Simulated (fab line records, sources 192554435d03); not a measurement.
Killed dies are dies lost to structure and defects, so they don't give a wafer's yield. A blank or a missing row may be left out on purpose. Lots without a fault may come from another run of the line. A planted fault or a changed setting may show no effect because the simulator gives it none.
Chamber matching | flow n5_finfet | N5_BEOL_M5_DEP_56 on pecvd-03: 3 sister chambers
The step deposits SiCN from 3MS/NH3, target thk 8 nm, time 14 s. 20 wafers are shown with their chamber, then 10 later ones without.

WAFERS WITH THEIR CHAMBER
wafer  | chamber | throttle_valve_pct (%) | rf_fwd_power_W (W) | showerhead_plenum_p_Torr (Torr)
L075.2 | 0       | 8.3                    | 199.8              | 3.673
L075.4 | 1       | 9.2                    | 199.2              | 3.682
L075.6 | 0       | 8.4                    | 199.1              | 3.675
L080.2 | 1       | 9.3                    | 198.7              | 3.677
L080.5 | 1       | 9.4                    | 199.3              | 3.670
L080.6 | 2       | 8.3                    | 198.0              | 3.679
L081.2 | 0       | 8.3                    | 199.7              | 3.675
L081.4 | 0       | 8.4                    | 199.8              | 3.679
L081.5 | 1       | 9.3                    | 199.2              | 3.662
L084.2 | 2       | 8.3                    | 198.1              | 3.693
L084.4 | 2       | 8.6                    | 197.3              | 3.691
L084.6 | 1       | 9.3                    | 199.5              | 3.664
L087.3 | 0       | 8.4                    | 198.6              | 3.679
L087.4 | 2       | 8.8                    | 197.2              | 3.690
L087.5 | 0       | 8.5                    | 198.7              | 3.677
L086.3 | 2       | 8.7                    | 197.1              | 3.693
L086.4 | 2       | 8.7                    | 197.0              | 3.681
L086.5 | 0       | 8.4                    | 198.5              | 3.675
L089.2 | 1       | 9.4                    | 199.4              | 3.666
L089.3 | 0       | 8.4                    | 199.8              | 3.683

SIGNATURES (means of the wafers above)
reading                  | chamber 0 | chamber 1 | chamber 2 | scatter within a chamber
throttle_valve_pct       | 8.388     | 9.317     | 8.567     | 0.131
rf_fwd_power_W           | 199.250   | 199.217   | 197.450   | 0.482
showerhead_plenum_p_Torr | 3.67700   | 3.67017   | 3.68783   | 0.00581
Rule: a wafer's distance from a chamber is the root of the sum, over the readings, of the square of ((its reading less the chamber's mean) divided by the reading's scatter). The wafer belongs to the nearest chamber; if the next one is less than 2 further off, it can't be placed. The scatter: the root of (the sum of the squares of (reading less its chamber's mean) over the shown wafers, divided by (wafers less chambers)).

WAFERS WITHOUT THEIR CHAMBER
wafer  | throttle_valve_pct (%) | rf_fwd_power_W (W) | showerhead_plenum_p_Torr (Torr)
L089.5 | 9.6                    | 199.2              | 3.671
L092.1 | 8.6                    | 198.0              | 3.682
L092.2 | 9.2                    | 199.1              | 3.668
L092.3 | 8.7                    | 198.6              | 3.681
L093.2 | 8.5                    | 196.7              | 3.688
L093.3 | 9.1                    | 199.3              | 3.665
L093.4 | 8.3                    | 199.6              | 3.669
L095.2 | 8.4                    | 198.1              | 3.677
L095.3 | 8.7                    | 196.8              | 3.684
L095.4 | 8.5                    | 198.4              | 3.674

WHICH CHAMBER EACH WENT THROUGH
wafer  | from the rows above     | in truth
L089.5 | 1                       | 1
L092.1 | can't be placed: 2 or 0 | 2
L092.2 | 1                       | 1
L092.3 | can't be placed: 0 or 2 | 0
L093.2 | 2                       | 2
L093.3 | 1                       | 1
L093.4 | 0                       | 0
L095.2 | can't be placed: 0 or 2 | 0
L095.3 | 2                       | 2
L095.4 | can't be placed: 0 or 2 | 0
Placed correctly: 6 of 10. Can't be placed from these rows: 4 (the true chamber is among the candidates in 4). Placed wrongly: 0.
